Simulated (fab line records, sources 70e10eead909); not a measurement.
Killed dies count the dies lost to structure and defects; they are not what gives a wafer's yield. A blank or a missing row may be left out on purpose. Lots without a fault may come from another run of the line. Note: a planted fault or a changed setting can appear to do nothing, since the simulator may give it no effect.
Chamber matching	flow nandHarc	pecvd-04 running NHARC_P_M1_DEP_33: 3 sister chambers
The step deposits SiCN, target thk 30 nm. 22 wafers are shown with their chamber, then 11 later ones without.

== WAFERS WITH THEIR CHAMBER ==
wafer	chamber	heaterPowerW (W)	rfFwdPowerW (W)
L075.2	1	648	449.0
L075.3	0	500	448.2
L075.4	1	640	448.9
L077.2	2	646	448.9
L077.3	2	654	449.6
L077.5	0	525	451.7
L079.2	0	495	448.8
L079.3	1	723	449.7
L079.6	0	495	449.9
L081.2	1	657	449.3
L081.3	0	554	448.0
L081.5	1	653	450.5
L082.3	0	485	446.8
L082.4	2	659	449.7
L082.6	0	513	445.7
L084.1	1	694	448.5
L084.4	1	707	450.1
L084.5	0	590	450.5
L089.2	2	647	449.2
L089.3	0	550	448.6
L089.6	1	598	450.3
L091.2	2	659	447.9

SIGNATURES, as means of the wafers listed above
reading	chamber 0	chamber 1	chamber 2	scatter within a chamber
heaterPowerW	523.00	665.00	653.00	33.7
rfFwdPowerW	448.689	449.538	449.060	1.31
Rule: for each reading, subtract the chamber's mean from the wafer's reading, divide by that reading's scatter and square the result; add these up over the readings and take the root, which gives the wafer's distance from the chamber. If the next closest chamber is less than 2 further off than the closest, the wafer can't be placed; otherwise it belongs to the closest. The scatter is the square root of a quotient: the sum, over the shown wafers, of each reading's squared deviation from its chamber's mean, divided by wafers minus chambers.

== WAFERS WHOSE CHAMBER IS MISSING ==
wafer	heaterPowerW (W)	rfFwdPowerW (W)
L091.3	640	448.5
L091.4	659	447.6
L094.1	458	450.4
L094.4	476	450.9
L094.6	674	450.1
L095.2	629	449.8
L095.3	663	450.6
L095.6	621	449.6
L097.2	482	450.1
L097.3	704	449.5
L097.5	701	447.2

== THE CHAMBER EACH PASSED THROUGH ==
wafer	from the rows above	in truth
L091.3	can't be placed: 2 or 1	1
L091.4	can't be placed: 2 or 1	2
L094.1	0	0
L094.4	0	0
L094.6	can't be placed: 1 or 2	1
L095.2	can't be placed: 2 or 1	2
L095.3	can't be placed: 1 or 2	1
L095.6	can't be placed: 2 or 1 or 0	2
L097.2	0	0
L097.3	can't be placed: 1 or 2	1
L097.5	can't be placed: 2 or 1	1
Correct placement for 3 of the 11. Not placeable from these rows: 8 (in 8, the candidates include the true chamber). 0 placed wrongly.
